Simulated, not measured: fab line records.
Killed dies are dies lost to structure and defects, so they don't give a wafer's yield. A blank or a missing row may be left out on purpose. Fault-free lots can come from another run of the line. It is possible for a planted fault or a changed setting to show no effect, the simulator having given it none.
Matching of chambers / flow n5_finfet / N5_BEOL_M11_CURE_72 on uv_cure-03 has 3 sister chambers
The step cures SiCOH lowk, time 120 s. 27 wafers are shown with their chamber, then 12 later ones without.

EACH WAFER AND ITS CHAMBER
wafer=L077.1; chamber=2; wafer_temp_C_max=371.1; lamp_power_pct (%)=52.23
wafer=L077.2; chamber=2; wafer_temp_C_max=372.3; lamp_power_pct (%)=52.27
wafer=L077.3; chamber=2; wafer_temp_C_max=371.2; lamp_power_pct (%)=52.41
wafer=L074.4; chamber=2; wafer_temp_C_max=371.9; lamp_power_pct (%)=52.27
wafer=L074.5; chamber=2; wafer_temp_C_max=371.5; lamp_power_pct (%)=52.31
wafer=L074.6; chamber=2; wafer_temp_C_max=371.5; lamp_power_pct (%)=52.21
wafer=L078.2; chamber=1; wafer_temp_C_max=372.0; lamp_power_pct (%)=52.25
wafer=L078.3; chamber=1; wafer_temp_C_max=371.7; lamp_power_pct (%)=52.31
wafer=L078.6; chamber=1; wafer_temp_C_max=371.1; lamp_power_pct (%)=52.34
wafer=L083.2; chamber=1; wafer_temp_C_max=371.7; lamp_power_pct (%)=52.32
wafer=L083.5; chamber=1; wafer_temp_C_max=371.4; lamp_power_pct (%)=52.32
wafer=L083.6; chamber=1; wafer_temp_C_max=371.9; lamp_power_pct (%)=52.31
wafer=L085.2; chamber=0; wafer_temp_C_max=372.1; lamp_power_pct (%)=52.28
wafer=L085.4; chamber=0; wafer_temp_C_max=372.6; lamp_power_pct (%)=52.37
wafer=L085.5; chamber=0; wafer_temp_C_max=372.1; lamp_power_pct (%)=52.33
wafer=L088.1; chamber=2; wafer_temp_C_max=371.8; lamp_power_pct (%)=52.28
wafer=L088.4; chamber=2; wafer_temp_C_max=371.0; lamp_power_pct (%)=52.23
wafer=L088.5; chamber=2; wafer_temp_C_max=371.4; lamp_power_pct (%)=52.31
wafer=L090.2; chamber=1; wafer_temp_C_max=371.7; lamp_power_pct (%)=52.39
wafer=L090.3; chamber=1; wafer_temp_C_max=372.0; lamp_power_pct (%)=52.36
wafer=L090.6; chamber=1; wafer_temp_C_max=371.3; lamp_power_pct (%)=52.26
wafer=L089.1; chamber=2; wafer_temp_C_max=371.6; lamp_power_pct (%)=52.34
wafer=L089.3; chamber=2; wafer_temp_C_max=371.1; lamp_power_pct (%)=52.33
wafer=L089.6; chamber=2; wafer_temp_C_max=371.0; lamp_power_pct (%)=52.25
wafer=L093.2; chamber=2; wafer_temp_C_max=371.1; lamp_power_pct (%)=52.36
wafer=L093.4; chamber=2; wafer_temp_C_max=371.2; lamp_power_pct (%)=52.29
wafer=L093.6; chamber=2; wafer_temp_C_max=371.5; lamp_power_pct (%)=52.37

SIGNATURES (means of the wafers above)
reading=wafer_temp_C_max; chamber 0=372.267; chamber 1=371.644; chamber 2=371.413; scatter within a chamber=0.349
reading=lamp_power_pct; chamber 0=52.3267; chamber 1=52.3178; chamber 2=52.2973; scatter within a chamber=0.0522
Rule: a wafer lies at a distance from a chamber equal to the root of the sum of squares, over the readings, of (its reading less the chamber's mean, divided by the reading's scatter). The wafer belongs to the nearest chamber; if the next one is less than 2 further off, it can't be placed. How the scatter is found: for the shown wafers, subtract from each reading the mean of its chamber, square and add these, divide the total by (wafers less chambers), then take the root.

WAFERS WITH NO CHAMBER GIVEN
wafer=L097.2; wafer_temp_C_max=371.4; lamp_power_pct (%)=52.34
wafer=L097.4; wafer_temp_C_max=372.4; lamp_power_pct (%)=52.34
wafer=L097.6; wafer_temp_C_max=371.4; lamp_power_pct (%)=52.34
wafer=L094.4; wafer_temp_C_max=371.7; lamp_power_pct (%)=52.36
wafer=L094.5; wafer_temp_C_max=371.5; lamp_power_pct (%)=52.28
wafer=L094.6; wafer_temp_C_max=372.1; lamp_power_pct (%)=52.35
wafer=L095.1; wafer_temp_C_max=371.3; lamp_power_pct (%)=52.29
wafer=L095.2; wafer_temp_C_max=371.7; lamp_power_pct (%)=52.40
wafer=L095.4; wafer_temp_C_max=371.5; lamp_power_pct (%)=52.32
wafer=L096.2; wafer_temp_C_max=371.2; lamp_power_pct (%)=52.24
wafer=L096.5; wafer_temp_C_max=371.2; lamp_power_pct (%)=52.27
wafer=L096.6; wafer_temp_C_max=371.2; lamp_power_pct (%)=52.34

WHICH CHAMBER EACH WENT THROUGH
wafer=L097.2; from the rows above=can't be placed: 2 or 1 or 0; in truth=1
wafer=L097.4; from the rows above=can't be placed: 0 or 1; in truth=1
wafer=L097.6; from the rows above=can't be placed: 2 or 1 or 0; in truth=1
wafer=L094.4; from the rows above=can't be placed: 1 or 2 or 0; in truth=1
wafer=L094.5; from the rows above=can't be placed: 2 or 1 or 0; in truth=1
wafer=L094.6; from the rows above=can't be placed: 0 or 1 or 2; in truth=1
wafer=L095.1; from the rows above=can't be placed: 2 or 1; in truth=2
wafer=L095.2; from the rows above=can't be placed: 1 or 2 or 0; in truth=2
wafer=L095.4; from the rows above=can't be placed: 1 or 2 or 0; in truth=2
wafer=L096.2; from the rows above=can't be placed: 2 or 1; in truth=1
wafer=L096.5; from the rows above=can't be placed: 2 or 1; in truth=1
wafer=L096.6; from the rows above=can't be placed: 2 or 1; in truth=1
Placed correctly: 0 of 12. These rows do not allow placing 12 (true chamber among the candidates in 12). Wrongly placed: 0.
